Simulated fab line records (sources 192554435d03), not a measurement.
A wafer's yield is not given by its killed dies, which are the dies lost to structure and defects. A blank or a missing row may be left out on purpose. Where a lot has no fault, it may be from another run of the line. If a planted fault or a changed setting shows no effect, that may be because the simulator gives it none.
The tool behind it: which one? / flow n5Finfet / Sampling: 10 lots, 30 wafers, 4 of 1938 route steps

## WHAT EACH GAUGE READ, for each wafer
N5_FIN_SAQP_THK_MEAS_05.
lot=L354; measured=day 2 02:58; on=filmMetro-02; thkNm (nm)=37.9 37.8 38.0
lot=L355; measured=day 2 09:12; on=filmMetro-01; thkNm (nm)=36.9 37.6 37.9
lot=L358; measured=day 3 03:34; on=filmMetro-02; thkNm (nm)=37.3 37.4 37.6
lot=L361; measured=day 3 21:27; on=filmMetro-01; thkNm (nm)=38.3 38.4 38.2
lot=L363; measured=day 4 08:41; on=filmMetro-01; thkNm (nm)=37.8 37.3 38.3
lot=L365; measured=day 4 20:26; on=filmMetro-02; thkNm (nm)=38.3 37.9 38.6
lot=L370; measured=day 6 02:54; on=filmMetro-02; thkNm (nm)=31.3 38.5 38.9
lot=L371; measured=day 6 08:52; on=filmMetro-02; thkNm (nm)=38.6 31.6 38.6
lot=L372; measured=day 6 15:37; on=filmMetro-02; thkNm (nm)=37.3 36.6 38.3
lot=L374; measured=day 7 02:53; on=filmMetro-01; thkNm (nm)=37.4 37.8 37.7

## WHAT TOOL EACH LOT RAN ON (gives the tool, then ch and the chambers of the sampled wafers, and finally the start)
lot=L354; N5_PMOS_HMC_CHANNEL_EPI_HM_OPEN_15=rieDiel-05 ch 0,1,3, day 1 23:34; N5_PMOS_HMC_CHANNEL_EPI_EPI_26=epiRpcvd-01 ch 0, day 2 01:56; N5_FIN_SAQP_HM_DEP_03=pecvd-02 ch 0,1, day 2 02:53
lot=L355; N5_PMOS_HMC_CHANNEL_EPI_HM_OPEN_15=rieDiel-01 ch 0,1,2, day 2 05:30; N5_PMOS_HMC_CHANNEL_EPI_EPI_26=epiRpcvd-02 ch 0, day 2 08:12; N5_FIN_SAQP_HM_DEP_03=pecvd-04 ch 0,2, day 2 09:07
lot=L358; N5_PMOS_HMC_CHANNEL_EPI_HM_OPEN_15=rieDiel-04 ch 0,2,3, day 2 23:46; N5_PMOS_HMC_CHANNEL_EPI_EPI_26=epiRpcvd-01 ch 0, day 3 02:27; N5_FIN_SAQP_HM_DEP_03=pecvd-02 ch 1, day 3 03:28
lot=L361; N5_PMOS_HMC_CHANNEL_EPI_HM_OPEN_15=rieDiel-05 ch 0,2,3, day 3 17:46; N5_PMOS_HMC_CHANNEL_EPI_EPI_26=epiRpcvd-02 ch 0, day 3 20:29; N5_FIN_SAQP_HM_DEP_03=pecvd-01 ch 0,1,2, day 3 21:22
lot=L363; N5_PMOS_HMC_CHANNEL_EPI_HM_OPEN_15=rieDiel-01 ch 0,2, day 4 05:19; N5_PMOS_HMC_CHANNEL_EPI_EPI_26=epiRpcvd-01 ch 0, day 4 07:44; N5_FIN_SAQP_HM_DEP_03=pecvd-01 ch 1,2, day 4 08:36
lot=L365; N5_PMOS_HMC_CHANNEL_EPI_HM_OPEN_15=rieDiel-05 ch 0,1,2, day 4 17:08; N5_PMOS_HMC_CHANNEL_EPI_EPI_26=epiRpcvd-04 ch 0, day 4 19:32; N5_FIN_SAQP_HM_DEP_03=pecvd-01 ch 0,1,2, day 4 20:21
lot=L370; N5_PMOS_HMC_CHANNEL_EPI_HM_OPEN_15=rieDiel-05 ch 0,2,3, day 5 23:24; N5_PMOS_HMC_CHANNEL_EPI_EPI_26=epiRpcvd-01 ch 0, day 6 01:44; N5_FIN_SAQP_HM_DEP_03=pecvd-01 ch 0,1, day 6 02:49
lot=L371; N5_PMOS_HMC_CHANNEL_EPI_HM_OPEN_15=rieDiel-01 ch 1,3, day 6 05:25; N5_PMOS_HMC_CHANNEL_EPI_EPI_26=epiRpcvd-02 ch 0, day 6 07:44; N5_FIN_SAQP_HM_DEP_03=pecvd-01 ch 0,1,2, day 6 08:46
lot=L372; N5_PMOS_HMC_CHANNEL_EPI_HM_OPEN_15=rieDiel-01 ch 1,2,3, day 6 11:47; N5_PMOS_HMC_CHANNEL_EPI_EPI_26=epiRpcvd-02 ch 0, day 6 14:28; N5_FIN_SAQP_HM_DEP_03=pecvd-04 ch 0,1, day 6 15:32
lot=L374; N5_PMOS_HMC_CHANNEL_EPI_HM_OPEN_15=rieDiel-05 ch 1,3, day 6 23:28; N5_PMOS_HMC_CHANNEL_EPI_EPI_26=epiRpcvd-04 ch 0, day 7 01:45; N5_FIN_SAQP_HM_DEP_03=pecvd-02 ch 0,2, day 7 02:47
- N5_PMOS_HMC_CHANNEL_EPI_HM_OPEN_15: chemistry CHF3/O2, target SiO2, target depth 40.6 nm, time 20.3 s.
- N5_PMOS_HMC_CHANNEL_EPI_EPI_26: deposits Si from SiH4/H2, target thk 3.8 nm, time 22.7 s.
- N5_FIN_SAQP_HM_DEP_03: deposits SiNx from SiH4/NH3/N2, target thk 38 nm, time 33.6 s.

## THE ANSWER, worked out from the rows above alone
Rule: what is usual is taken from the lots themselves. Put in order of their means at a reading, lots are off if they are a third of the lots or fewer, leave a main group of 4 or more, and stand apart from it by a gap of 3 or more times the standard deviation of the main group's means; of several such gaps the widest counts. A main group is skipped when, at the precision printed for the reading in the tables above, its means are all equal. A lot without any number at a reading at which 4 lots or more have one is off too. Where the step has rows for the other lots, those lots are counted as sound.
Off: L370, L371, at N5_FIN_SAQP_THK_MEAS_05 (thkNm). Main group: mean 37.8 nm, sd 0.34.
A tool fits if, at a process step before that reading, it ran every lot that is off, and no sound lot after the first of them. Gauges at N5_FIN_SAQP_THK_MEAS_05: tried the same way as those tools. One fits: N5_FIN_SAQP_HM_DEP_03 on pecvd-01. A fault onset in the window from L365 (day 4 20:21, its last sound lot) to L370 (day 6 02:49, its first lot off) fits.

## WHAT THE SIMULATOR PUT IN
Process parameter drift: pecvd-01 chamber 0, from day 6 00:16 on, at N5_FIN_SAQP_HM_DEP_03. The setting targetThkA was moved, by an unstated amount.
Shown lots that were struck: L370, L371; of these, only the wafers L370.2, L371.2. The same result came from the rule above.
